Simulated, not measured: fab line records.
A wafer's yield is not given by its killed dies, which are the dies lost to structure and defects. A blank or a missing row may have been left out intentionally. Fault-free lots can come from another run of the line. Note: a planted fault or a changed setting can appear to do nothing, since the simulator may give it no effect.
A lot that was struck, set against a sound lot | flow n5-finfet | 37 out of 1938 route steps
Sound: these wafers, L337.1, L337.3, L337.5. Struck: wafer L328.4 (left out: L328.3, L328.5 of the same lot, which were not struck); the cause appears at the end.
At each step with rows: each side's tool, then ch and its chambers, then its first start. Under that, the readings that differ: sound wafers | struck wafers | difference of the means | sigmas: that difference in standard deviations of wafers without a fault.
alike: readings with means less than 2 such deviations apart, plus words and numbers identical on both sides. not compared: withheld readings, readings lacking a value on some wafer, bounds such as >300 that could conceal the same value, and numbers that have no deviation in the record and whose values overlap.
A row with sigmas, a row that says differs or no value, or rows on one side alone: a step with any of these is where the two part. Numbers that don't overlap but have no deviation are shown without sigmas and don't part them. Lack of a reading on every wafer of one side parts them only where that side has two or more wafers.

first, 9 steps without rows for these wafers: N5_BEOL_M7_ALD_77 (deposits TaN, target thk 2 nm, pulse time 2 s, purge time 3 s); N5_BEOL_M7_SURFACE_TREAT_79; N5_BEOL_M7_CVD_78 (deposits Co from CCTBA/H2, target thk 2 nm, time 142.3 s); N5_BEOL_M7_SPUTTER_48 (material Cu, target thk 10 nm, time 1.667 s); N5_BEOL_M7_ECD_50 (material Cu, target thk 300 nm); N5_BEOL_M7_ANNEAL_51 (time 90 s); N5_BEOL_M7_CMP_52 (polishes, stops on SiCOH lowk, t overpolish 6.9 s, target thk 80 nm); N5_BEOL_M7_PRE_CLEAN_55 (time 15 s); N5_BEOL_M7_DEP_56 (deposits SiCN from 3MS/NH3, target thk 10 nm, time 17.5 s).
N5_BEOL_M8_ILD_DEP_00: deposits SiCOH lowk from DEMS/porogen, target thk 179.75 nm, time 33.4 s.
  sound on pecvd-03 ch 0,1,2, day 15 11:58; struck on pecvd-01 ch 2, day 13 12:20
  reading                                            | sound             | struck | difference | sigmas
  model.SiCOH_lowk_of_BEOL_M8_ILD_DEP_00.thk-nm (nm) | 178.2 181.4 181.2 | 171    | -9         |
  alike: heater-power-w, showerhead-plenum-p-Torr, throttle-valve-pct
then, 1 step without rows for these wafers: N5_BEOL_M8_CURE_74 (cures SiCOH lowk, time 240 s).
N5_BEOL_M8_THK_MEAS_01:
  sound on film-metro-02, day 15 12:32; struck on film-metro-01, day 13 12:55
  reading         | sound             | struck | difference | sigmas
  M8_ILD_THK (nm) | 153.8 156.4 156.2 | 147.4  | -8.1       | -4
then, 23 steps without rows for these wafers: N5_BEOL_M8_PECVD_70 (deposits SiO2 from TEOS/O2, target thk 20 nm, time 22.7 s); N5_BEOL_M8_HM_DEP_02 (deposits TiN, target thk 20 nm); N5_BEOL_M8_COAT_59 (time 60 s, resist thk 100 nm); N5_BEOL_M8_COAT_60 (time 60 s, resist thk 35 nm); N5_BEOL_M8_COAT_05 (resist thk 90 nm); N5_BEOL_M8_EBR_07; N5_BEOL_M8_SOFTBAKE_06 (time 60 s); N5_BEOL_M8_EXPOSE_08 (exposes mask M8); N5_BEOL_M8_PEB_09 (peb time 60 s); N5_BEOL_M8_DEVELOP_10 (develop time 30 s); N5_BEOL_M8_DESCUM_16 (chemistry O2, time 7.9 s); N5_BEOL_M8_ETCH_61 (etches SiARC in CF4, target depth 45.5 nm, time 75.8 s); N5_BEOL_M8_ETCH_62 (etches SOC in N2/H2, target depth 110 nm, overetch 22 nm, time 165 s); N5_BEOL_M8_STRIP_68 (strips in N2/H2); N5_BEOL_M8_STRIP_67 (strips in CF4); N5_BEOL_M8_HM_OPEN_17 (chemistry Cl2/BCl3, target TiN, target depth 20 nm, overetch 6 nm); N5_BEOL_M8_STRIP_19 (strips in O2); N5_BEOL_M8_COAT_63 (time 60 s, resist thk 60 nm); N5_BEOL_M8_COAT_64 (time 60 s, resist thk 12 nm); N5_BEOL_M8_COAT_71 (time 60 s, resist thk 5 nm); N5_BEOL_M8_COAT_22 (resist thk 30 nm); N5_BEOL_M8_EBR_24; N5_BEOL_M8_SOFTBAKE_23 (time 60 s).
N5_BEOL_M8_CMP_52: polishes, stops on SiCOH lowk, t overpolish 6.9 s, target thk 80 nm.
  sound on cmp-02 ch 1,3, day 15 22:46; struck on cmp-01 ch 3, day 13 23:08
  reading                                            | sound             | struck | difference | sigmas
  model.SiCOH_lowk_of_BEOL_M8_ILD_DEP_00.thk-nm (nm) | 150.6 153.4 153.2 | 144.4  | -8.0       |
  alike: clearing-platen-down-force-psi, motor-current-A, retaining-ring-pressure-frac, slurry-flow-ml-min
-- record jumps: 3 days separate the struck wafers' starts on either side; left off in module BEOL_M8, taken up again in module PASSIVATION, whose first shown step is the route's number 1936 --
N5_PASSIVATION_PROBE_49:
  sound on prober-02, day 18 16:25; struck on prober-02, day 16 21:57
  reading            | sound    | struck | difference | sigmas
  killed-at-contacts | 16 35 20 | 8      | -16        | -2
  alike: defect-limited-yield, killed_at_M0_to_M3, killed_at_M4_up, killed-at-front-end, killed-at-other, killed-dies, killed-on-rim, killed-open, killed-short, sort_bin_5_function, sort_bin_6_memory, sort-n-pass, sort-yield-pct

## WHERE THEY PART
First at N5_BEOL_M8_THK_MEAS_01; last, within this record, at N5_PASSIVATION_PROBE_49.

WHY: what had been put in by the simulator
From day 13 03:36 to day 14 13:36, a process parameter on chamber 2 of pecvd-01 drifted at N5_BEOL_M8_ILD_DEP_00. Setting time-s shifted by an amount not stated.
